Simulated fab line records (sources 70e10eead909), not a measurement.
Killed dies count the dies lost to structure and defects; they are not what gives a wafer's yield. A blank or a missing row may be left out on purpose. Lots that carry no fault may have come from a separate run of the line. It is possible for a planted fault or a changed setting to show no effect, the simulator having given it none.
Chamber matching | flow nand harc | ald hk-03 running NHARC_A_CHANNEL_FILL_D1_ALD_25: 4 sister chambers
The step deposits SiOx, target thk 60 nm, pulse time 10 s, ald cycles 600. 16 wafers are shown with their chamber, then 8 later ones without.

## WAFERS, EACH WITH ITS CHAMBER
wafer  | chamber | heater power outer w (W) | heater power w (W) | precursor pulse height rel
L075.3 | 2       | 285                      | 477                | 0.959
L075.5 | 1       | 259                      | 440                | 1.037
L075.6 | 0       | 266                      | 437                | 0.974
L078.4 | 2       | 285                      | 480                | 0.996
L078.2 | 0       | 272                      | 446                | 1.006
L078.5 | 3       | 241                      | 402                | 0.999
L082.1 | 2       | 289                      | 471                | 1.010
L082.3 | 1       | 258                      | 442                | 0.998
L082.6 | 0       | 269                      | 445                | 1.020
L084.1 | 2       | 287                      | 489                | 1.010
L084.4 | 3       | 242                      | 410                | 1.026
L084.5 | 1       | 259                      | 441                | 1.016
L089.2 | 2       | 289                      | 487                | 1.010
L089.3 | 1       | 265                      | 449                | 1.024
L089.6 | 2       | 284                      | 483                | 0.994
L091.2 | 2       | 282                      | 460                | 1.030

SIGNATURES (averages over the wafers above)
reading                    | chamber 0 | chamber 1 | chamber 2 | chamber 3 | scatter within a chamber
heater power outer w       | 269.00    | 260.25    | 285.86    | 241.50    | 2.74
heater power w             | 442.67    | 443.00    | 478.14    | 406.00    | 7.83
precursor pulse height rel | 1.00000   | 1.01875   | 1.00129   | 1.01250   | 0.0208
Rule: for a wafer and a chamber, the distance is found by dividing, reading by reading, the gap between the wafer's reading and the chamber's mean by the reading's scatter, squaring, summing and taking the root. If the next closest chamber is less than 2 further off than the closest, the wafer can't be placed; otherwise it belongs to the closest. The scatter: take each reading less its chamber's mean, square it, sum over the shown wafers, divide by the number of wafers less the number of chambers, and take the root.

## WAFERS WITHOUT THEIR CHAMBER
wafer  | heater power outer w (W) | heater power w (W) | precursor pulse height rel
L091.3 | 244                      | 403                | 1.016
L091.4 | 264                      | 432                | 1.003
L093.3 | 277                      | 463                | 1.002
L093.4 | 245                      | 425                | 1.040
L093.5 | 230                      | 409                | 0.977
L096.4 | 277                      | 464                | 0.983
L096.2 | 252                      | 419                | 1.004
L096.3 | 283                      | 487                | 1.035

## WHICH CHAMBER EACH WENT THROUGH
wafer  | from the rows above     | in truth
L091.3 | 3                       | 3
L091.4 | can't be placed: 1 or 0 | 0
L093.3 | can't be placed: 2 or 0 | 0
L093.4 | 3                       | 3
L093.5 | 3                       | 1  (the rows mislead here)
L096.4 | can't be placed: 2 or 0 | 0
L096.2 | can't be placed: 3 or 1 | 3
L096.3 | 2                       | 2
Correct placement for 3 of the 8. Cannot be placed on the basis of these rows: 4; the candidates contain the true chamber in 4. Number placed wrongly: 1.
